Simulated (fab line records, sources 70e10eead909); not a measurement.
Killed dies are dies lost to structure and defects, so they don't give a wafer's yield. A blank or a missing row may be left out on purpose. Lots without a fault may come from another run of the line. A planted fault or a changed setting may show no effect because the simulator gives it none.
A struck lot beside a sound one | flow nand_harc | 12 steps out of a route of 1302
Sound: wafers L857.2, L857.3, L857.5. Struck: wafers L869.1, L869.2, L869.5. The cause comes at the end.
At each step with rows: each side's tool, then ch and its chambers, then its first start. Under that, the readings that differ: sound wafers | struck wafers | difference of the means | sigmas: that difference in standard deviations of wafers without a fault.
alike: readings whose means differ by less than 2 such deviations, and words and numbers that are the same on both sides. not compared: withheld readings, readings that some wafer has no value for, bounds like >300 that may hide the same value, and numbers for which the record gives no deviation and whose values overlap.
The two part at a step that has a row with sigmas, a row that says differs or no value, or rows on one side only. Numbers that don't overlap but have no deviation are shown without sigmas and don't part them. A reading that every wafer of one side lacks parts them only if that side has two wafers or more.

first, 1 step without rows for these wafers: NHARC_A_STAIRCASE_HARDBAKE_218 (time 140 s).
NHARC_A_STAIRCASE_DESCUM_219: chemistry O2, time 3 s.
  sound on rie_diel-05 ch 0,2,3, day 17 11:53; struck on rie_diel-05 ch 0,1,2, day 21 23:37
  alike: drypump_motor_current_A, o2_flow_sccm, oes_product_au, rf_vpp_V, showerhead_plenum_p_Torr, throttle_valve_pct
  not compared: rf_hours_counter_h
then, 1 step without rows for these wafers: NHARC_A_STAIRCASE_TRIM_220 (chemistry O2, time 211.2 s).
NHARC_A_STAIRCASE_ETCH_221: etches the open film in C4F8/O2, target depth 100 nm, time 40.5 s.
  sound on rie_diel-05 ch 2,3; struck on rie_diel-05 ch 0,1,3
  alike: oes_product_au, rf_vpp_V
  not compared: rf_hours_counter_h
then, 1 step without rows for these wafers: NHARC_A_STAIRCASE_TRIM_222 (chemistry O2, time 211.2 s).
NHARC_A_STAIRCASE_ETCH_223: etches the open film in C4F8/O2, target depth 100 nm, time 40.5 s.
  sound on rie_diel-05 ch 1,2; struck on rie_diel-05 ch 1,2,3
  alike: oes_product_au, rf_vpp_V
  not compared: rf_hours_counter_h
then, 1 step without rows for these wafers: NHARC_A_STAIRCASE_TRIM_224 (chemistry O2, time 211.2 s).
NHARC_A_STAIRCASE_ETCH_225: etches the open film in C4F8/O2, target depth 100 nm, time 40.5 s.
  sound on rie_diel-05 ch 1,2; struck on rie_diel-05 ch 1,2
  alike: oes_product_au, rf_vpp_V
  not compared: rf_hours_counter_h
then, 2 steps without rows for these wafers: NHARC_A_STAIRCASE_TRIM_226 (chemistry O2, time 211.2 s); NHARC_A_STAIRCASE_ETCH_227 (etches the open film in C4F8/O2, target depth 100 nm, time 40.5 s).
NHARC_A_STAIRCASE_TRIM_229: chemistry O2, time 211.2 s.
  sound on rie_diel-05 ch 0,2,3, day 17 13:10; struck on rie_diel-05 ch 1,2,3, day 22 01:12
  no value came back on the struck wafers for any of 8 readings (bias_w (W), chamber_pressure_mTorr (mTorr) and others); on the sound wafers bias_w (W) reads 0 0 0
  not compared: rf_hours_counter_h
NHARC_A_STAIRCASE_ETCH_230: etches the open film in C4F8/O2, target depth 100 nm, time 40.5 s.
  sound on rie_diel-05 ch 0,3; struck on rie_diel-05 ch 0,3, day 22 01:24
  alike: oes_product_au, rf_vpp_V
  not compared: rf_hours_counter_h

WHERE THEY PART
Only at NHARC_A_STAIRCASE_TRIM_229, within this record. Later steps at which nothing parts them and some readings are alike: NHARC_A_STAIRCASE_ETCH_230.

WHY: what the simulator had put in
Skipped step whole: rie_diel-05, from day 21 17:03 on, at NHARC_A_STAIRCASE_TRIM_229. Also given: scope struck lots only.
